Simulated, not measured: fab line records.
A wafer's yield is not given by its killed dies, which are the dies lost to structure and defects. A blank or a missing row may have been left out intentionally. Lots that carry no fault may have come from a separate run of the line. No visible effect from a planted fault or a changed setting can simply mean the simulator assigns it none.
Chamber matching	flow n5-finfet	N5_BEOL_M5_ETCH_62 on rie-diel-02: 4 sister chambers
The step etches SOC in N2/H2, target depth 75 nm, overetch 15 nm, time 112.5 s. 4 wafers are shown with their chamber, then 9 later ones without.

## WAFERS WITH THEIR CHAMBER
wafer	chamber	showerhead-plenum-p-Torr (Torr)
L080.4	1	2.52
L090.6	0	2.43
L092.5	2	2.42
L092.6	3	2.67

## WAFERS WITH NO CHAMBER GIVEN
wafer	showerhead-plenum-p-Torr (Torr)
L093.1	2.42
L093.3	2.66
L093.6	2.66
L095.1	2.51
L095.3	2.42
L095.6	2.42
L097.2	2.73
L097.3	2.51
L097.6	2.66

## WHICH CHAMBER EACH WENT THROUGH
wafer	from the rows above	in truth
L093.1	can't be placed: 2 or 0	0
L093.3	3	3
L093.6	3	3
L095.1	1	1
L095.3	can't be placed: 2 or 0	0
L095.6	can't be placed: 2 or 0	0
L097.2	3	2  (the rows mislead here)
L097.3	1	1
L097.6	3	3
Placed correctly: 5 of 9. These rows do not allow placing 3 (true chamber among the candidates in 3). Number placed wrongly: 1.
How it was worked out, from the rows above alone: a wafer's distance from a chamber is the root of the sum, over the readings, of the square of ((its reading less the chamber's mean) divided by the reading's scatter). The wafer belongs to the nearest chamber; if the next one is less than 2 further off, it can't be placed. A chamber's mean is the mean of its shown wafers. The scatter (one wafer shown for each chamber): square how far every hidden wafer sits from the nearest shown wafer, average those squares and take the square root.
